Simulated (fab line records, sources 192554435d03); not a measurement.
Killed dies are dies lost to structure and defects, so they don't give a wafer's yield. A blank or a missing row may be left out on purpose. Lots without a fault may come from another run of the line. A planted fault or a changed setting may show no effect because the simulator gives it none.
Split-lot experiment | flow n5_finfet | 7 lots, 21 wafers read, on a route of 1938 steps

THE SPLIT
At N5_BEOL_M9_COAT_05 (resist thk 90 nm), the setting spin_rpm was moved away from the recipe's 1500 rpm on 8 of the 21 wafers read, by -8.8% to +10.1%. The other wafers ran this setting at the recipe's value.

The reading is taken at the split's own step.

THE READING
CAR-ArF_of_BEOL_M9_COAT_05.thk_nm (the simulator's own value, which no gauge read), in nm, at N5_BEOL_M9_COAT_05 (resist thk 90 nm). The file gives no usual value for it. The 13 wafers here that ran the recipe average 90.0 nm, standard deviation 0.22 nm.

wafer  | tool, chamber at the split | spin_rpm as run, rpm | against the recipe | CAR-ArF_of_BEOL_M9_COAT_05.thk_nm, nm | against lot-mates on the recipe
L075.1 | litho_track-03, 0          | 1500                 | recipe             | 90                                    | -
L075.2 | litho_track-03, 0          | 1500                 | recipe             | 89.8                                  | -
L075.3 | litho_track-03, 0          | 1500                 | recipe             | 89.6                                  | -
L076.4 | litho_track-05, 0          | 1500                 | recipe             | 90                                    | -
L076.5 | litho_track-05, 0          | 1377                 | -8.2%              | 93.8                                  | +3.8
L076.6 | litho_track-05, 0          | 1377                 | -8.2%              | 94.2                                  | +4.2
L080.1 | litho_track-05, 0          | 1500                 | recipe             | 90                                    | -
L080.2 | litho_track-05, 0          | 1500                 | recipe             | 90                                    | -
L080.5 | litho_track-05, 0          | 1409                 | -6.1%              | 93                                    | +3.0
L077.1 | litho_track-05, 0          | 1500                 | recipe             | 90.4                                  | -
L077.3 | litho_track-05, 0          | 1368                 | -8.8%              | 94.4                                  | +4.0
L077.6 | litho_track-05, 0          | 1368                 | -8.8%              | 94.6                                  | +4.2
L082.3 | litho_track-02, 0          | 1418                 | -5.5%              | 92.8                                  | +3.0
L082.6 | litho_track-02, 0          | 1418                 | -5.5%              | 92.8                                  | +3.0
L082.4 | litho_track-02, 0          | 1500                 | recipe             | 89.8                                  | -
L087.1 | litho_track-02, 0          | 1500                 | recipe             | 90.2                                  | -
L087.4 | litho_track-02, 0          | 1500                 | recipe             | 90.2                                  | -
L087.5 | litho_track-02, 0          | 1500                 | recipe             | 90                                    | -
L095.1 | litho_track-03, 0          | 1500                 | recipe             | 90.4                                  | -
L095.3 | litho_track-03, 0          | 1500                 | recipe             | 90.2                                  | -
L095.6 | litho_track-03, 0          | 1652                 | +10.1%             | 85.8                                  | -4.5

THE FIT
A straight line over all 21 wafers: CAR-ArF_of_BEOL_M9_COAT_05.thk_nm changes by -0.473 nm for each +1% of spin_rpm; r = -0.99; the points scatter about the line by 0.25 nm.
The same after taking each lot's own level away (the mean of its wafers on the recipe; 21 wafers): -0.474 nm for each +1%; r = -1.00; scatter 0.18 nm.
On that fit, the largest move of spin_rpm shifts the reading by 4.8 nm.
The lots' own levels span 89.80 to 90.40 nm, that is 2.7 times the standard deviation above.
So the lot-to-lot level changes the slope little: the two slopes agree.
Check: with one of the wafers moved furthest among these (+10.1%) left out of the fit, the line predicts -4.91 nm for it against its lot-mates. It came out at -4.5 nm against them.

OTHER SPLITS ON THESE WAFERS
These wafers also went through other splits before the reading. Each is held against what the fit with the lots' levels taken away leaves over:
other split on the same wafers | wafers away from the commonest value | r with CAR-ArF_of_BEOL_M9_COAT_05.thk_nm (lot level and that fit taken away)
N5_BEOL_M5_COAT_59 temp_c      | 5                                    | -0.01
N5_BEOL_M5_COAT_66 spin_rpm    | 3                                    | -0.09
N5_BEOL_M5_COAT_74 spin_rpm    | 7                                    | -0.23
N5_BEOL_M6_COAT_22 spin_rpm    | 7                                    | +0.14
N5_BEOL_M7_ILD_DEP_00 time_s   | 11                                   | -0.11
N5_BEOL_M8_ETCH_61 bias_w      | 6                                    | -0.14
N5_BEOL_M8_COAT_22 spin_rpm    | 4                                    | -0.04

THE FILE'S OWN FIT
CAR-ArF_of_BEOL_M9_COAT_05.thk_nm changes by -0.475 nm for each +1% of spin_rpm, r = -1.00.
